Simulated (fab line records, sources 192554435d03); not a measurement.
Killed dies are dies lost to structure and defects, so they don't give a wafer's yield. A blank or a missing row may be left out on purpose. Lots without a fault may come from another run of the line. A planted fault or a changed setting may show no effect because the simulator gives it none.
Chamber matching | flow n5_finfet | N5_FIN_SAQP_STRIP_77 on rie_diel-04: 4 sister chambers
The step strips in N2/H2, time 90 s. 8 wafers are shown with their chamber, then 9 later ones without.

WAFERS WITH THEIR CHAMBER
wafer  | chamber | showerhead_plenum_p_Torr (Torr) | throttle_valve_pct (%)
L082.1 | 1       | 3.48                            | 12.23
L082.3 | 2       | 3.20                            | 12.19
L084.1 | 3       | 3.52                            | 12.36
L084.3 | 2       | 3.19                            | 12.22
L084.4 | 0       | 3.37                            | 12.47
L085.2 | 3       | 3.52                            | 12.36
L085.4 | 1       | 3.47                            | 12.27
L085.5 | 0       | 3.37                            | 12.49

WAFERS WITHOUT THEIR CHAMBER
wafer  | showerhead_plenum_p_Torr (Torr) | throttle_valve_pct (%)
L088.1 | 3.47                            | 12.26
L088.3 | 3.51                            | 12.40
L088.4 | 3.19                            | 12.24
L092.2 | 3.36                            | 12.53
L092.3 | 3.51                            | 12.42
L092.5 | 3.18                            | 12.27
L097.1 | 3.50                            | 12.46
L097.3 | 3.18                            | 12.31
L097.5 | 3.18                            | 12.29

WHICH CHAMBER EACH WENT THROUGH
wafer  | from the rows above | in truth
L088.1 | 1                   | 1
L088.3 | 3                   | 3
L088.4 | 2                   | 2
L092.2 | 0                   | 0
L092.3 | 3                   | 3
L092.5 | 2                   | 2
L097.1 | 3                   | 3
L097.3 | 2                   | 2
L097.5 | 2                   | 2
Placed correctly: 9 of 9. Can't be placed from these rows: 0. Placed wrongly: 0.
How it was worked out, from the rows above alone: a wafer's distance from a chamber is the root of the sum, over the readings, of the square of ((its reading less the chamber's mean) divided by the reading's scatter). The wafer belongs to the nearest chamber; if the next one is less than 2 further off, it can't be placed. A chamber's mean is the mean of its shown wafers. The scatter: the root of (the sum of the squares of (reading less its chamber's mean) over the shown wafers, divided by (wafers less chambers)).
